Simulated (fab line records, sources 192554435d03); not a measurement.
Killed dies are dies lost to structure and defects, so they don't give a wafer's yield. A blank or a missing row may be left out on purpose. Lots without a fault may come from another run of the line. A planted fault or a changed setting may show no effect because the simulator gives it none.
fab line records | flow n5_finfet
record lots=10 wafers=30 last_day=18
route steps=1938 shown BEOL_M3@1010 BEOL_M4@1027
lots that met no fault: from a run of the same line without faults
start_h: hours from the record's first day to the start of the lot's first wafer shown | wait_h: hours since the lot's step before | " the same as in the row above | L1.1+2: a row that stands for several wafers | - no value, or no start given | * or withheld: withheld | < > ~ a bound
route shown NAME@n: a module of which the file shows steps, and the number in the route of the first | usual: mean/standard deviation of fault-free wafers | same: alike in all rows | chamber/n: place in a boat | sites: the reading at each site | _std_site: their standard deviation | _edge_site: outer sites' mean less inner sites' | radius_mm: how far each site lies from the wafer's centre | mask NAME#n: copy n | behind: the tool/chamber that last shaped the wafer | hold: why the lot was held/for how many hours/how that ended | device: the transistor (n, p or np) that didn't switch | end of line: the same wafers' tests at the end of the route | a step without rows: its recipe alone | killed: dies lost to structure and defects at the first sort, not the wafer's yield | map: a wafer's dies, x killed, . not, _ none there
set.NAME: the setting as run; set.NAME@STEP: as run at that earlier step | model.NAME: the simulator's own value behind a step, which no gauge read
steps of the route over a sample of lots; a table a step, a row a wafer
services: from which hour (start_h, from the record's first day; less than 0 if before it) a tool's chamber was out of use, for how many hours, and why
## steps
# step N5_BEOL_M3_SPUTTER_96
# recipe material=Cu target_thk_a=45 temp_c=-20 chamber_pressure_pa=0.07 power_w=withheld time_s=8.29
# usual throttle_valve_pct=30.3/1.1
# same time_s=8.29
# columns lot.wafer tool chamber start_h wait_h throttle_valve_pct
L789.2 pvd_sputter-03 - 171.14 0.1 28.3
L789.3 " - " " 31.4
L789.6 " - " " 31.7
L791.2 pvd_sputter-03 - 177.32 0.1 31.6
L791.4 " - " " 28.1
L791.6 " - " " 30.3
L790.3 pvd_sputter-01 - 177.47 0.1 29.8
L790.4 " - " " 29.5
L790.6 " - " " 29.4
L793.3 pvd_sputter-01 - 184.71 0.1 31.5
L793.4 " - " " 29.4
L793.5 " - " " 29.2
L795.3 pvd_sputter-01 - 192.18 0.1 29.3
L795.4 " - " " 29.8
L795.5 " - " " 29.9
L798.1 pvd_sputter-02 - 216.04 0.1 31.5
L798.3 " - " " 29.7
L798.6 " - " " 30.1
L797.2 pvd_sputter-03 - 217.17 0.1 28.4
L797.3 " - " " 30.4
L797.6 " - " " 31.3
L807.3 pvd_sputter-01 - 281.97 0.1 29.6
L807.5 " - " " 30.2
L807.6 " - " " 29.3
L808.1 pvd_sputter-03 - 290.19 0.1 31.7
L808.3 " - " " 30.4
L808.5 " - " " 28.3
L810.2 pvd_sputter-03 - 296.31 0.1 29.4
L810.4 " - " " 31.4
L810.6 " - " " 29.7
# step N5_BEOL_M3_THK_MEAS_53
# recipe thk_meas_gauge=xrf reads=Cu_of_BEOL_M3_ECD_50
# usual M3_THK=40.4/1.5
# columns lot.wafer tool chamber start_h wait_h M3_THK[nm]
L789.2 film_metro-01 - 171.93 - 41.2
L789.3 " - " " 41.0
L789.6 " - " " 41.3
L791.2 film_metro-01 - 178.13 - 40.1
L791.4 " - " " 41.0
L791.6 " - " " 41.9
L790.3 film_metro-02 - 178.27 - 40.1
L790.4 " - " " 38.6
L790.6 " - " " 40.1
L793.3 film_metro-02 - 185.51 - 40.2
L793.4 " - " " 41.1
L793.5 " - " " 42.0
L795.3 film_metro-02 - 192.97 - 41.6
L795.4 " - " " 42.4
L795.5 " - " " 41.1
L798.1 film_metro-01 - 216.82 - 39.6
L798.3 " - " " 40.1
L798.6 " - " " 41.5
L797.2 film_metro-02 - 218.16 - 40.3
L797.3 " - " " 40.2
L797.6 " - " " 41.4
L807.3 film_metro-01 - 282.84 - 40.0
L807.5 " - " " 39.2
L807.6 " - " " 41.7
L808.1 film_metro-02 - 290.98 - 38.2
L808.3 " - " " 38.3
L808.5 " - " " 39.6
L810.2 film_metro-02 - 297.10 - 37.1
L810.4 " - " " 40.3
L810.6 " - " " 39.3
# step N5_BEOL_M3_CO_CAP_55
# recipe material=Co target_thk_a=20 temp_c=200 precursor=CCTBA/H2 pressure_torr=30 time_s=102.1
# usual chamber_pressure_Torr=30.01/0.069 heater_power_outer_w=122/14 heater_power_w=230/20
# same time_s=102.1
# columns lot.wafer tool chamber start_h wait_h chamber_pressure_Torr heater_power_outer_w heater_power_w
L789.2 cvd_co-02 1 172.01 0.0 29.93 141 253
L789.3 " 0 " " 29.94 134 228
L789.6 " 2 " " 30.06 112 226
L791.2 cvd_co-02 0 178.20 0.0 29.98 135 232
L791.4 " 2 " " 30.09 116 228
L791.6 " 1 " " 29.98 141 252
L790.3 cvd_co-01 1 178.34 0.0 29.91 95 189
L790.4 " 2 " " 30.03 121 207
L790.6 " 0 " " 29.93 117 247
L793.3 cvd_co-02 2 185.58 0.0 30.15 112 228
L793.4 " 1 " " 30.01 141 256
L793.5 " 0 " " 30.00 130 239
L795.3 cvd_co-02 2 193.10 0.1 29.92 110 227
L795.4 " 0 " " 29.97 130 241
L795.5 " 0 " " 30.02 134 232
L798.1 cvd_co-01 0 216.90 0.0 30.00 118 249
L798.3 " 2 " " 29.89 118 205
L798.6 " 2 " " 29.96 117 209
L797.2 cvd_co-01 2 218.24 0.0 30.02 117 205
L797.3 " 1 " " 29.96 97 188
L797.6 " 1 " " 30.03 96 188
L807.3 cvd_co-02 1 282.91 0.0 29.98 141 259
L807.5 " 2 " " 29.98 111 221
L807.6 " 0 " " 29.95 134 244
L808.1 cvd_co-01 0 291.06 0.0 29.99 119 240
L808.3 " 2 " " 30.03 121 214
L808.5 " 1 " " 30.09 95 186
L810.2 cvd_co-02 1 297.18 0.0 29.85 140 259
L810.4 " 1 " " 29.95 142 253
L810.6 " 0 " " 29.99 131 240
# step N5_BEOL_M4_COAT_73
# recipe resist=underlayer temp_c=205 time_s=60 spin_rpm=1500 resist_thk_nm=5
# usual heater_power_total_W=391.7/1.3 plate_temp_C=204.99/0.14
# same time_s=60
# columns lot.wafer tool chamber start_h wait_h heater_power_total_W plate_temp_C
L789.2 litho_track-01 0 174.62 - 391.7 204.94
L789.3 " 0 " " 392.0 205.05
L789.6 " 0 " " 392.3 204.93
L791.2 litho_track-02 0 179.38 - 393.7 204.85
L791.4 " 0 " " 392.6 204.76
L791.6 " 0 " " 391.0 204.91
L790.3 litho_track-01 0 179.48 - 393.9 205.04
L790.4 " 0 " " 391.8 204.97
L790.6 " 0 " " 390.5 205.22
L793.3 litho_track-03 0 187.64 - 391.2 205.03
L793.4 " 0 " " 393.8 205.12
L793.5 " 0 " " 392.5 205.24
L795.3 litho_track-01 0 193.73 - 389.7 204.73
L795.4 " 0 " " 392.6 204.96
L795.5 " 0 " " 392.5 204.88
L798.1 litho_track-01 0 218.99 - 391.8 204.91
L798.3 " 0 " " 390.2 205.02
L798.6 " 0 " " 391.3 205.01
L797.2 litho_track-03 0 220.03 - 392.1 205.00
L797.3 " 0 " " 390.5 204.64
L797.6 " 0 " " 392.3 204.86
L807.3 litho_track-03 0 284.23 - 406.7 211.70
L807.5 " 0 " " 409.6 211.90
L807.6 " 0 " " 410.6 211.98
L808.1 litho_track-03 0 291.60 - 408.4 212.14
L808.3 " 0 " " 407.8 211.90
L808.5 " 0 " " 409.1 212.15
L810.2 litho_track-02 0 298.45 - 393.1 205.13
L810.4 " 0 " " 389.8 204.93
L810.6 " 0 " " 393.4 204.84
# step N5_BEOL_M4_RC_MEAS_101
# usual DIBL_N=35.8/1.4 DIBL_P=35.8/1.6 IOFF_N=0.152/0.021 IOFF_P=0.204/0.027 ION_N=672/8.7 ION_P=461/6.2 SS_N=71.5/0.54 SS_P=73.1/0.57 VT_N=250.0/2.5 VT_P=-250.6/2.7
# columns lot.wafer tool chamber start_h wait_h DIBL_N[mV/V] DIBL_P[mV/V] IOFF_N[nA/um] IOFF_P[nA/um] ION_N[uA/um] ION_P[uA/um] SS_N[mV/dec] SS_P[mV/dec] VT_N[mV] VT_P[mV]
L789.2 prober-01 0 184.26 0.2 35.2 35.6 0.168 0.230 678 466 71.2 72.4 247.5 -248.2
L789.3 " 0 " " 33.2 33.7 0.141 0.197 680 463 70.2 72.3 251.0 -248.5
L789.6 " 0 " " 34.6 34.7 0.152 0.206 673 463 71.4 73.0 249.4 -247.2
L791.2 prober-02 0 191.94 0.2 34.7 34.2 0.138 0.192 671 461 71.9 73.5 247.8 -249.0
L791.4 " 0 " " 35.5 35.7 0.151 0.212 678 464 71.5 73.1 248.7 -249.7
L791.6 " 0 " " 35.3 34.9 0.144 0.207 673 460 71.2 73.0 247.1 -249.5
L790.3 prober-01 0 192.44 0.3 36.7 38.0 0.175 0.212 683 463 72.8 73.2 251.0 -252.0
L790.4 " 0 " " 35.8 37.4 0.163 0.192 692 462 72.6 72.9 249.6 -252.6
L790.6 " 0 " " 35.3 36.7 0.156 0.185 680 461 72.0 72.8 250.9 -254.4
L793.3 prober-02 0 199.18 0.3 35.7 36.7 0.159 0.223 679 466 72.1 73.0 247.3 -249.0
L793.4 " 0 " " 35.0 35.6 0.147 0.202 667 464 71.3 72.2 246.3 -247.8
L793.5 " 0 " " 35.7 37.1 0.171 0.229 686 463 71.1 72.8 245.7 -248.5
L795.3 prober-02 0 215.75 0.3 36.8 37.3 0.168 0.235 688 473 71.8 74.4 249.5 -250.4
L795.4 " 0 " " 34.2 34.0 0.117 0.185 671 464 70.6 73.1 252.3 -251.4
L795.5 " 0 " " 36.4 37.8 0.171 0.241 680 470 72.0 73.7 249.9 -248.4
L798.1 prober-02 0 230.76 0.0 37.4 36.9 0.174 0.204 678 457 71.3 72.9 247.5 -251.8
L798.3 " 0 " " 35.9 35.8 0.151 0.184 673 455 71.7 72.6 249.7 -251.9
L798.6 " 0 " " 35.4 34.2 0.139 0.163 669 452 71.7 72.9 251.3 -254.3
L797.2 prober-02 0 233.67 0.2 37.8 39.7 0.184 0.225 672 456 71.7 73.4 248.0 -251.6
L797.3 " 0 " " 36.7 38.3 0.150 0.195 670 455 72.2 73.2 251.5 -253.9
L797.6 " 0 " " 36.5 38.4 0.155 0.202 665 455 72.2 73.6 248.2 -252.6
L807.3 prober-01 0 291.87 0.3 36.2 35.7 0.165 0.241 672 468 71.8 73.2 247.8 -249.2
L807.5 " 0 " " 37.8 38.1 0.204 0.281 679 466 72.0 73.2 245.2 -245.0
L807.6 " 0 " " 36.0 35.0 0.163 0.226 673 461 72.0 73.2 249.5 -249.3
L808.1 prober-02 0 302.21 0.0 34.4 32.6 0.107 0.163 665 465 71.2 72.1 252.2 -253.7
L808.3 " 0 " " 37.6 37.1 0.159 0.227 670 465 71.1 73.9 249.6 -247.9
L808.5 " 0 " " 36.8 35.8 0.135 0.200 660 457 72.2 73.2 253.0 -249.8
L810.2 prober-01 0 308.32 0.2 37.1 36.6 0.175 0.236 681 469 71.5 73.4 250.5 -247.9
L810.4 " 0 " " 37.5 37.4 0.194 0.260 680 468 71.4 74.0 246.3 -245.3
L810.6 " 0 " " 37.0 37.1 0.192 0.255 692 478 70.6 73.7 244.7 -246.4
## services
# columns tool chamber start_h hours kind
pvd_sputter-02 - 159.31 7.1 repair
cvd_co-01 - 245.95 6.9 pm
cvd_co-02 - 284.48 3.8 pm
## key
first_sign step=N5_BEOL_M4_COAT_73 reading=plate_temp_C direction=up sigmas=51 usual=* struck=*
effect step=N5_BEOL_M4_COAT_73 reading=heater_power_total_W direction=up sigmas=13 usual=* struck=*
met_at N5_BEOL_M4_COAT_73
struck_lots L807,L808
not_acting_at N5_BEOL_M3_SPUTTER_96,N5_BEOL_M3_THK_MEAS_53,N5_BEOL_M3_CO_CAP_55
onset_between 220.03 284.23
fault kind=process_parameter_drift tool=litho_track-03 chamber=- onset_h=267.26 steps=N5_BEOL_M4_COAT_73 channel=temp_c offset=* shape=step end_h=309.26 acts_in=* stated=*
